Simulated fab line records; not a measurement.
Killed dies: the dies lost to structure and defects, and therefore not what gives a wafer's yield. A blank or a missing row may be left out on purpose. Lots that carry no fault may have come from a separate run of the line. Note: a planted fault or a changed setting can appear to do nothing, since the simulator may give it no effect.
Matching of chambers    flow n5Finfet    rieDiel-02 running N5_FIN_CUT_ETCH_30: 4 sister chambers
The step etches underlayer in N2/H2, target depth 13 nm, time 10.4 s. 8 wafers are shown with their chamber, then 10 later ones without.

## EACH WAFER AND ITS CHAMBER
wafer   chamber  showerheadPlenumPTorr (Torr)  throttleValvePct (%)
L077.2  1        2.50                          17.94
L080.3  1        2.49                          17.94
L080.6  3        2.63                          18.07
L084.6  3        2.63                          18.07
L088.2  2        2.47                          17.55
L088.4  0        2.41                          17.54
L089.1  2        2.47                          17.55
L089.3  0        2.41                          17.55

## WAFERS WITH NO CHAMBER GIVEN
wafer   showerheadPlenumPTorr (Torr)  throttleValvePct (%)
L089.6  2.41                          17.54
L090.1  2.41                          17.54
L090.4  2.41                          17.53
L090.6  2.47                          17.54
L093.1  2.62                          18.09
L093.4  2.41                          17.54
L093.5  2.49                          17.51
L094.4  2.49                          17.50
L094.5  2.41                          17.55
L094.6  2.49                          17.50

## EACH ONE'S CHAMBER
wafer    from the rows above   in truth
L089.6   0                     0
L090.1   0                     0
L090.4   0                     0
L090.6   2                     2
L093.1   3                     3
L093.4   0                     0
L093.5   2                     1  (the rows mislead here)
L094.4   2                     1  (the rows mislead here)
L094.5   0                     0
L094.6   2                     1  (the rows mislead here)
Correct placement for 7 of the 10. Can't be placed from these rows: 0. Number placed wrongly: 3.
How it was worked out, from the rows above alone: a wafer's distance from a chamber is the root of the sum, over the readings, of the square of ((its reading less the chamber's mean) divided by the reading's scatter). The wafer belongs to the nearest chamber; if the next one is less than 2 further off, it can't be placed. Each chamber's mean is taken over the wafers shown for it. How the scatter is found: for the shown wafers, subtract from each reading the mean of its chamber, square and add these, divide the total by (wafers less chambers), then take the root.
